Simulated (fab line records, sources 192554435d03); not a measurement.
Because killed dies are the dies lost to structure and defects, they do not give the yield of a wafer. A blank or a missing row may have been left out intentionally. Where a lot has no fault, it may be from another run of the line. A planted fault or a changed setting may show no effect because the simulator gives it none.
fab line records	flow n5_finfet
record: lots: 4	wafers: 12	last_day: 17
route steps=1938 shown BEOL_M5@1151 BEOL_M15@1830
lots untouched by any fault: they come from a run of this same line in which no faults occurred
start_h: hours from the record's first day to the start of the lot's first wafer shown	wait_h: hours elapsed since this lot's preceding step	" repeats the value in the row above	L1.1+2: several wafers, shown together as one row	- no value, or no start given	* or withheld: withheld	< > ~ a bound
route shown NAME@n: a module of which the file shows steps, and the number in the route of the first	usual: average and standard deviation across the fault-free wafers	same: alike in all rows	chamber/n: place in a boat	sites: each site's reading	_std_site: standard deviation of those values	_edge_site: mean of outer sites minus mean of inner sites	radius_mm: for every site, how far away it sits from the centre of the wafer	mask NAME#n: copy n	behind: the most recent tool/chamber to have shaped the wafer	hold: reason for holding the lot/hours on hold/outcome of the hold	device: the n, p or np transistor that did not switch	end of line: at the end of the route, the tests of the same wafers	a step without rows: its recipe alone	killed: dies that structure and defects cost at the first sort, which is not the same as the wafer's yield	map: shows each die of a wafer: x if killed, . if not, _ if none is there
set.NAME: the run value of the setting; set.NAME@STEP: its run value at that earlier step	model.NAME: the simulator's own value behind a step, which no gauge read
lots at some steps of the route; a table a step, a row a wafer
services: a tool's chamber out of use, with start hour (start_h, from the record's first day; less than 0 if before it), hours out, and reason
== steps ==
step: N5_BEOL_M5_DESCUM_33
recipe: chemistry: O2	time_s: 7	source_power_w: 50	bias_power_w: 20	pressure_mtorr: 20	rf_frequency_hz: 2.712e+07	temp_c: 40	resist: CAR-EUV	o2_flow_sccm: 225
step: N5_BEOL_M5_ETCH_75
recipe: chemistry: N2/H2	target: underlayer	target_depth_a: 65	mask_material: CAR-EUV	time_s: 5.2	ion_energy_ev: 200	pressure_mtorr: 30	source_w: 840	bias_w: 150	n2_flow_sccm: 200	h2_flow_sccm: 200	ends: cleared
step: N5_BEOL_M5_ETCH_67
recipe: chemistry: CF4	target: SiARC	target_depth_a: 156	mask_material: CAR-EUV	time_s: 26	ion_energy_ev: 80	pressure_mtorr: 40	source_w: 545	bias_w: 36	Ar_flow_sccm: 100	cf4_flow_sccm: 100	ends: cleared
step: N5_BEOL_M5_ETCH_68
recipe: chemistry: N2/H2	target: SOC	target_depth_a: 800	overetch_a: 160	mask_material: SiARC	temp_c: 40	time_s: 120	ion_energy_ev: 200	pressure_mtorr: 30	source_w: 840	bias_w: 150	n2_flow_sccm: 200	h2_flow_sccm: 200
step: N5_BEOL_M5_STRIP_69
recipe: chemistry: N2/H2	temp_c: 40	n2_flow_sccm: 200	h2_flow_sccm: 200	rf_frequency_hz: 6e+07
step: N5_BEOL_M5_STRIP_76
recipe: chemistry: N2/H2	temp_c: 40	n2_flow_sccm: 200	h2_flow_sccm: 200	rf_frequency_hz: 6e+07
step: N5_BEOL_M5_VIA_ETCH_34
recipe: chemistry: C4F6/O2	target: SiCOH_lowk	target_depth_a: 883	mask_material: SOC	taper_deg: 4	time_s: 39.2	ion_energy_ev: 250	pressure_mtorr: 30	source_w: 345	bias_w: 185	Ar_flow_sccm: 300	C4F6_flow_sccm: 10	O2_flow_sccm: 10
step: N5_BEOL_M5_STRIP_85
recipe: chemistry: C4F6/O2	resist: SiARC	rf_frequency_hz: 6e+07
step: N5_BEOL_M5_STRIP_36
recipe: chemistry: N2/H2	power_w: 450	temp_c: 40	pressure_mtorr: 20	rf_frequency_hz: 6e+07	overash_fraction: 0.3	bias_power_w: 7	h2_frac: 0.5	n2_flow_sccm: 200	h2_flow_sccm: 200
step: N5_BEOL_M5_TRENCH_ETCH_37
recipe: chemistry: C4F6/O2	target_depth_a: 716.52	target: SiCOH_lowk	time_s: 24.7	ion_energy_ev: 250	pressure_mtorr: 30	source_w: 345	bias_w: 185	Ar_flow_sccm: 300	C4F6_flow_sccm: 10	O2_flow_sccm: 10
usual: bias_w: 185.0/0.59	drypump_motor_current_A: 5.8/0.4	mfc_ar_sccm: 300.0/1	oes_product_au: 0.79/0.073	rf_vpp_V: 663/16	showerhead_plenum_p_Torr: 2.83/0.068	throttle_valve_pct: 21.00/0.21
lot.wafer	tool	chamber	start_h	wait_h	bias_w	drypump_motor_current_A	mfc_ar_sccm	oes_product_au	rf_hours_counter_h	rf_vpp_V	showerhead_plenum_p_Torr	throttle_valve_pct	model.etch.depth_nm	model.BEOL_M5.feature_depth_nm	model.TiN_of_BEOL_M5_HM_DEP_02.thk_nm
L479.1	rie_diel-04	3	239.84	-	124.0	5.9	300.3	0.65	239	482	2.83	21.37	62.95	63	18.6
L479.2	"	2	"	"	123.0	5.5	301.3	0.71	146	455	2.75	20.82	62.62	62.6	18.8
L479.5	"	3	"	"	123.0	5.9	298.6	0.65	-	482	2.83	21.40	62.42	62.4	18.8
L483.3	rie_diel-04	2	263.22	-	122.2	5.5	300.0	0.69	157	456	2.74	20.83	62.89	62.8	18.2
L483.4	"	1	"	"	123.3	5.7	298.9	0.76	-	476	2.76	20.96	62.9	63	18.6
L483.5	"	0	"	"	123.2	5.8	300.1	0.64	-	484	2.80	21.14	63.27	63.2	18.6
L488.1	rie_diel-01	2	307.39	-	185.4	5.1	299.5	0.82	78	662	2.87	20.73	73.81	73.8	17.4
L488.2	"	3	"	"	185.7	6.3	300.7	0.85	67	658	2.80	21.11	72.52	72.6	17.8
L488.4	"	1	"	"	184.6	6.1	300.5	0.69	240	664	2.89	20.80	74.34	74.4	17.4
L491.1	rie_diel-04	2	317.74	-	184.6	5.5	298.5	0.73	177	634	2.73	20.86	70.78	70.8	17.6
L491.2	"	1	"	"	183.6	5.7	300.0	0.80	106	661	2.75	21.00	71.08	71	17.6
L491.6	"	0	"	"	186.2	5.8	299.5	0.91	-	672	2.79	20.83	70.71	70.8	17.6
step: N5_BEOL_M5_ETCH_41
recipe: chemistry: CH3F/O2	target: SiCN	target_depth_a: 315	taper_deg: 2	time_s: 56.7	ion_energy_ev: 120	mask_material: TiN	pressure_mtorr: 30	source_w: 395	bias_w: 75	Ar_flow_sccm: 150	CH3F_flow_sccm: 30	O2_flow_sccm: 20
step: N5_BEOL_M5_STRIP_91
recipe: chemistry: N2/H2	time_s: 10	power_w: 450	temp_c: 40	pressure_mtorr: 20	rf_frequency_hz: 6e+07	bias_power_w: 7	n2_flow_sccm: 200	h2_flow_sccm: 200
step: N5_BEOL_M5_OCD_MEAS_38
usual: trench_depth_nm: 72.0/1.3
lot.wafer	tool	chamber	start_h	wait_h	trench_depth_nm
L479.1	ocd-01	-	239.99	-	63.7
L479.2	"	-	"	"	63.0
L479.5	"	-	"	"	62.6
L483.3	ocd-02	-	263.38	-	63.3
L483.4	"	-	"	"	62.2
L483.5	"	-	"	"	63.3
L488.1	ocd-02	-	307.55	-	74.0
L488.2	"	-	"	"	71.8
L488.4	"	-	"	"	73.8
L491.1	ocd-02	-	317.89	-	70.8
L491.2	"	-	"	"	71.5
L491.6	"	-	"	"	70.8
step: N5_BEOL_M5_HM_STRIP_39
recipe: chemistry: peroxide_tin_strip	material: TiN	target_depth_a: 250	temp_c: 50	time_s: 158
step: N5_BEOL_M5_SRD_40
recipe: time_s: 30	temp_c: 23	rinse_liquid: diw	dry: ipa_marangoni
step: N5_BEOL_M5_PRECLEAN_42
recipe: chemistry: residue_remover	time_s: 60	temp_c: 40
step: N5_BEOL_M5_SRD_43
recipe: time_s: 30	temp_c: 23	rinse_liquid: diw	dry: ipa_marangoni
step: N5_BEOL_M5_CURE_80
recipe: temp_c: 370	time_s: 120	ambient: DMADMS/He	material: SiCOH_lowk
step: N5_BEOL_M5_DEGAS_44
recipe: ambient: vacuum	temp_c: 250	time_s: 60
step: N5_BEOL_M5_PRE_CLEAN_45
recipe: gas: H2/He	time_s: 30	temp_c: 250
step: N5_BEOL_M5_ALD_86
recipe: material: TaN	target_thk_a: *	temp_c: 275	ald_precursor_family: PDMAT	ald_co_reactant: NH3	pressure_torr: 3	carrier_flow_sccm: 1500	pulse_time_s: 2	purge_time_s: 3	co_reactant_purge_time_s: 2	co_reactant_pulse_time_s: 3	ald_cycles: 30	precursor_vessel_temp_c: 75	precursor_vessel_pressure_torr: 26.25	precursor_vessel_carrier_sccm: 1000
step: N5_BEOL_M5_SURFACE_TREAT_87
recipe: gas: Ar	time_s: *	ion_energy_ev: *	ion_current_ma_cm2: 0.5	pressure_mtorr: *	ar_flow_sccm: 30
step: N5_BEOL_M5_CVD_47
recipe: material: Co	target_thk_a: 30	temp_c: withheld	precursor: CCTBA/H2	pressure_torr: 30	time_s: 216
step: N5_BEOL_M5_SPUTTER_48
recipe: material: Cu	target_thk_a: 150	temp_c: -20	chamber_pressure_pa: 0.07	power_w: withheld	time_s: 27.62
step: N5_BEOL_M5_ANNEAL_49
recipe: temp_c: 400	time_s: 1800	ambient: vacuum
step: N5_BEOL_M5_SPUTTER_81
recipe: material: Cu	target_thk_a: 150	temp_c: -20	chamber_pressure_pa: 0.07	power_w: withheld	time_s: 27.62
step: N5_BEOL_M5_ANNEAL_82
recipe: temp_c: 400	time_s: 1800	ambient: vacuum
step: N5_BEOL_M5_SPUTTER_83
recipe: material: Cu	target_thk_a: 150	temp_c: -20	chamber_pressure_pa: 0.07	power_w: withheld	time_s: 27.62
step: N5_BEOL_M5_ANNEAL_84
recipe: temp_c: 400	time_s: 1800	ambient: vacuum
step: N5_BEOL_M5_SPUTTER_88
recipe: material: Cu	target_thk_a: 150	temp_c: -20	chamber_pressure_pa: 0.07	power_w: withheld	time_s: 27.62
step: N5_BEOL_M5_ANNEAL_89
recipe: temp_c: 400	time_s: 1800	ambient: vacuum
step: N5_BEOL_M5_SPUTTER_90
recipe: material: Cu	target_thk_a: 45	temp_c: -20	chamber_pressure_pa: 0.07	power_w: withheld	time_s: 8.29
step: N5_BEOL_M5_ECD_50
recipe: material: Cu	target_thk_a: 3000
step: N5_BEOL_M5_ANNEAL_51
recipe: temp_c: 225	time_s: 90	ambient: N2
step: N5_BEOL_M5_CMP_52
recipe: stop_on: SiCOH_lowk	t_overpolish_s: 6.9	down_force_psi: 1	platen_rpm: 50	clearing_platen_down_force_psi: 1.5	clearing_platen_rpm: 50	post_cmp_clean: cu_alkaline	target_thk_nm: 62	clearing_platen_pad_velocity_m_s: 0.99484	pad_velocity_m_s: 0.99484
usual: barrier_field_endpoint_s: 24.7/0.62	clearing_platen_rpm: 50.001/0.025	motor_current_A: 6.1/0.8	overpolish_run_s: 6.899/0.0095	pad_life_wafers: 1187/660	time_to_endpoint_s: 61/3
lot.wafer	tool	chamber	start_h	wait_h	barrier_field_endpoint_s	clearing_platen_rpm	motor_current_A	overpolish_run_s	pad_life_wafers	time_to_endpoint_s	model.Cu_of_BEOL_M5_ECD_50.thk_nm
L479.1	cmp-01	0	246.71	0.3	24.7	49.974	6.9	6.906	1501	59	51.6
L479.2	"	2	"	"	24.9	49.989	7.3	6.898	1503	63	54
L479.5	"	0	"	"	25.1	49.977	6.8	6.883	-	61	52.2
L483.4	cmp-04	1	271.36	0.3	26.2	49.981	5.1	6.924	841	64	52.8
L483.3	"	2	"	"	25.5	50.044	5.8	6.901	842	64	53.8
L483.5	"	1	"	"	25.6	50.008	5.3	6.906	-	64	52.2
L488.2	cmp-03	2	313.77	0.2	25.9	50.003	5.6	6.889	1782	63	62.4
L488.1	"	3	"	"	24.6	49.997	5.7	6.921	1783	62	63.4
L488.4	"	0	"	"	24.8	50.010	5.9	6.909	1784	61	63.4
L491.1	cmp-04	2	323.92	0.3	25.4	50.003	6.0	6.908	1272	67	62.2
L491.2	"	1	"	"	24.5	50.004	5.1	6.912	1275	66	61.8
L491.6	"	3	"	"	25.2	50.009	6.9	6.882	-	65	61.8
step: N5_BEOL_M5_THK_MEAS_53
recipe: thk_meas_gauge: xrf	reads: Cu_of_BEOL_M5_ECD_50
usual: M5_THK: 61.3/1.9
lot.wafer	tool	chamber	start_h	wait_h	M5_THK[nm]
L479.1	film_metro-01	-	246.97	-	51.2
L479.2	"	-	"	"	53.7
L479.5	"	-	"	"	52.1
L483.3	film_metro-01	-	271.61	-	52.5
L483.4	"	-	"	"	51.7
L483.5	"	-	"	"	51.1
L488.1	film_metro-02	-	314.07	-	63.1
L488.2	"	-	"	"	62.2
L488.4	"	-	"	"	63.6
L491.1	film_metro-02	-	324.22	-	61.1
L491.2	"	-	"	"	60.8
L491.6	"	-	"	"	60.8
step: N5_BEOL_M5_PRE_CLEAN_77
recipe: gas: NH3/H2	time_s: 15	temp_c: *	rf_power_w: 300
step: N5_BEOL_M5_CO_CAP_78
recipe: material: Co	target_thk_a: 20	temp_c: 200	precursor: CCTBA/H2	pressure_torr: 30	time_s: 102.1
step: N5_BEOL_M5_RS_MEAS_57
recipe: thk_meas_gauge: four-point-probe	reads: Co_of_BEOL_M5_CO_CAP_78+Cu_of_BEOL_M5_ECD_50+Co_of_BEOL_M5_CVD_47+TaN_of_BEOL_M5_ALD_86
usual: M5_RS: 0.388/0.014
lot.wafer	tool	chamber	start_h	wait_h	M5_RS[ohm/sq]
L479.1	film_metro-02	-	247.23	0.0	0.486
L479.2	"	-	"	"	0.458
L479.5	"	-	"	"	0.475
L483.3	film_metro-01	-	271.93	0.1	0.460
L483.4	"	-	"	"	0.470
L483.5	"	-	"	"	0.474
L488.1	film_metro-01	-	314.33	0.0	0.376
L488.2	"	-	"	"	0.383
L488.4	"	-	"	"	0.375
L491.1	film_metro-02	-	324.49	0.0	0.384
L491.2	"	-	"	"	0.388
L491.6	"	-	"	"	0.388
step: N5_BEOL_M15_RC_MEAS_101
usual: COMB_M10: 1.5e-11/2.9e-12	COMB_M11: 1.51e-11/2.8e-12	COMB_M11_max_site: 2.2e-11/4.7e-12	COMB_M12: 6.8e-12/1.5e-12	COMB_M12_max_site: 9.4e-12/2.3e-12	COMB_M13: 5.3e-12/1.1e-12	COMB_M14: 4e-12/8.3e-13	COMB_M15: 2.8e-12/5.2e-13	COMB_M5: 3.8e-11/7.9e-12	COMB_M6: 2.6e-11/5.3e-12	COMB_M7: 2.5e-11/4.8e-12	COMB_M8: 2.6e-11/5.9e-12	COMB_M9: 1.43e-11/2.5e-12	SERP_M10: 3.05/0.092	SERP_M11: 3.07/0.075	SERP_M12: 0.634/0.018	SERP_M13: 0.308/0.0064	SERP_M14: 0.159/0.0035	SERP_M5: 38.7/1.9	SERP_M5_max_site: 40.2/1.9	SERP_M6: 13.7/0.56	SERP_M7: 13.7/0.54	SERP_M8: 13.4/0.51	SERP_M8_max_site: 14.0/0.55	SERP_M9: 3.00/0.094
lot.wafer	tool	chamber	start_h	wait_h	COMB_M10[S/m]	COMB_M11[S/m]	COMB_M11_max_site[S/m]	COMB_M12[S/m]	COMB_M12_max_site[S/m]	COMB_M13[S/m]	COMB_M14[S/m]	COMB_M15[S/m]	COMB_M5[S/m]	COMB_M6[S/m]	COMB_M7[S/m]	COMB_M8[S/m]	COMB_M9[S/m]	SERP_M10[ohm/um]	SERP_M11[ohm/um]	SERP_M12[ohm/um]	SERP_M13[ohm/um]	SERP_M14[ohm/um]	SERP_M5[ohm/um]	SERP_M5_max_site[ohm/um]	SERP_M6[ohm/um]	SERP_M7[ohm/um]	SERP_M8[ohm/um]	SERP_M8_max_site[ohm/um]	SERP_M9[ohm/um]
L479.1	prober-01	0	329.85	0.0	1.08e-11	1.27e-11	1.7e-11	8.6e-12	1.06e-11	4.7e-12	3.9e-12	3e-12	4e-11	2.6e-11	2.3e-11	2.9e-11	1.16e-11	3.20	3.10	0.625	0.307	0.157	45.5	46.2	13.8	13.0	13.1	13.9	3.03
L479.2	"	0	"	"	1.68e-11	1.67e-11	2.3e-11	6.1e-12	7.4e-12	5.8e-12	5e-12	2.7e-12	4.3e-11	2.9e-11	2.4e-11	1.9e-11	1.31e-11	3.03	3.14	0.632	0.314	0.153	44.0	45.5	12.9	13.9	12.8	13.2	3.12
L479.5	"	0	"	"	1.48e-11	1.59e-11	3.3e-11	8.4e-12	9.7e-12	3.6e-12	5.4e-12	2.8e-12	3.4e-11	4e-11	2.7e-11	2.1e-11	1.51e-11	3.11	3.11	0.649	0.298	0.158	47.4	49.6	13.8	14.1	13.0	13.8	3.08
L483.3	prober-01	0	348.58	0.3	1.28e-11	1.67e-11	2e-11	7.2e-12	9.3e-12	5.3e-12	4.3e-12	2.7e-12	2.2e-11	2e-11	2.9e-11	2e-11	1.71e-11	2.90	2.98	0.648	0.307	0.154	46.2	47.2	13.9	13.5	13.0	13.4	3.05
L483.4	"	0	"	"	1.95e-11	1.48e-11	2.6e-11	6.4e-12	9.3e-12	5.6e-12	4.3e-12	3.3e-12	2.7e-11	2e-11	2.3e-11	2.5e-11	1.69e-11	3.04	3.13	0.642	0.312	0.162	47.5	48.1	15.5	13.9	13.1	13.4	3.13
L483.5	"	0	"	"	1.34e-11	1.44e-11	1.8e-11	6.2e-12	7.3e-12	5.9e-12	4.2e-12	2.8e-12	3.1e-11	2.8e-11	2.4e-11	1.9e-11	2.14e-11	2.93	3.00	0.664	0.305	0.159	48.4	50.5	14.3	13.8	13.3	13.9	3.04
L488.1	prober-02	0	392.81	0.0	1.58e-11	1.05e-11	1.8e-11	7.2e-12	9.2e-12	3.5e-12	3.9e-12	3.2e-12	4.3e-11	2.9e-11	2.2e-11	2.3e-11	1.23e-11	2.93	3.08	0.625	0.317	0.166	37.2	39.6	13.9	13.6	13.1	13.6	2.99
L488.2	"	0	"	"	1.91e-11	9.7e-12	1.5e-11	9.1e-12	1.14e-11	5.1e-12	3.7e-12	2.9e-12	4.2e-11	2e-11	2.3e-11	2.1e-11	1.3e-11	2.97	3.06	0.614	0.300	0.159	37.6	39.4	13.2	13.4	12.6	13.7	2.88
L488.4	"	0	"	"	1.45e-11	1.3e-11	1.8e-11	7.4e-12	8.5e-12	4.7e-12	4.3e-12	3.2e-12	5.3e-11	1.6e-11	2.8e-11	2.6e-11	9.2e-12	3.16	3.04	0.649	0.306	0.158	36.0	38.9	12.5	13.8	12.8	13.5	3.12
L491.1	prober-01	0	398.35	0.3	1.63e-11	1.3e-11	2.1e-11	7e-12	8.8e-12	6.8e-12	4.4e-12	2.7e-12	5.5e-11	2.5e-11	2.3e-11	3e-11	1.9e-11	3.00	3.11	0.662	0.297	0.157	37.5	39.4	14.1	13.6	13.4	13.6	3.16
L491.2	"	0	"	"	1.4e-11	1e-11	1.3e-11	7.7e-12	8.9e-12	4.8e-12	5.6e-12	2.8e-12	3.4e-11	3.1e-11	2.1e-11	3.5e-11	2.21e-11	2.94	2.90	0.658	0.301	0.162	39.8	40.8	13.6	13.5	13.3	13.6	2.91
L491.6	"	0	"	"	2.27e-11	1.47e-11	2.2e-11	9.3e-12	1.19e-11	5e-12	4.2e-12	3.1e-12	4.2e-11	3e-11	2.2e-11	2.5e-11	1.71e-11	2.99	3.10	0.658	0.297	0.155	37.9	40.2	13.4	12.7	13.7	13.8	3.10
sites SERP_M5 radius_mm=0,75,75,75,75,140,140,140,140
L479.1 45.9 46.2 46.2 45.8 45.5 44.6 44.5 45.4 43.1
L483.3 46.4 46.7 46.2 47.2 46.6 45.9 45.9 45.8 46.0
L488.1 36.1 37.2 35.5 37.2 36.6 39.6 38.4 39.0 38.8
L491.1 39.4 38.1 37.5 37.6 38.9 34.7 35.1 33.8 35.7
== services ==
tool	chamber	start_h	hours	kind
rie_diel-04	2	222.58	4.9	repair
cmp-01	-	237.84	3.0	repair
rie_diel-01	-	240.37	5.9	repair
cmp-01	-	249.49	1.0	repair
rie_diel-01	2	252.91	26.0	repair
rie_diel-01	-	253.32	6.4	repair
cmp-03	-	270.53	4.2	repair
rie_diel-04	0	277.96	-	clean
rie_diel-04	0	277.96	-	consumable_replace:focus_ring
rie_diel-04	0	277.96	19.5	scheduled_down
rie_diel-04	0	277.96	19.5	vent_cycle
rie_diel-04	3	297.44	-	clean
rie_diel-04	3	297.44	-	consumable_replace:focus_ring
rie_diel-04	3	297.44	27.5	scheduled_down
rie_diel-04	3	297.44	27.5	vent_cycle
rie_diel-01	0	301.70	3.2	repair
cmp-03	-	306.56	5.8	pm
cmp-01	-	316.18	0.9	repair
cmp-01	-	322.86	4.0	pm
== key ==
first_sign: step: N5_BEOL_M5_TRENCH_ETCH_37	reading: bias_w	direction: down	sigmas: 99+	usual: *	struck: *
effect: step: N5_BEOL_M5_TRENCH_ETCH_37	reading: rf_vpp_V	direction: down	sigmas: 12	usual: 663	struck: 472
effect: step: N5_BEOL_M5_OCD_MEAS_38	reading: trench_depth_nm	direction: down	sigmas: 7	usual: 72.0	struck: 63.0
effect: step: N5_BEOL_M5_THK_MEAS_53	reading: M5_THK	direction: down	sigmas: 4.7	usual: 61.3	struck: 52.1
effect: step: N5_BEOL_M5_RS_MEAS_57	reading: M5_RS	direction: up	sigmas: 6	usual: 0.388	struck: 0.471
effect: step: N5_BEOL_M15_RC_MEAS_101	reading: SERP_M5	direction: up	sigmas: 4.2	usual: 38.7	struck: 46.5
model_effect: step: N5_BEOL_M5_TRENCH_ETCH_37	value: etch.depth_nm	without: 71.31	struck: 62.84
model_effect: step: N5_BEOL_M5_CMP_52	value: Cu_of_BEOL_M5_ECD_50.thk_nm	without: 61.2	struck: 52.77
met_at N5_BEOL_M5_TRENCH_ETCH_37
struck_wafers L479.1,L479.2,L479.5,L483.3,L483.4,L483.5
fault: kind: process_parameter_drift	tool: rie_diel-04	chamber: -	onset_h: 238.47	steps: N5_BEOL_M5_TRENCH_ETCH_37	channel: bias_w	offset: *	shape: step	end_h: 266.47	acts_in: *	stated: *
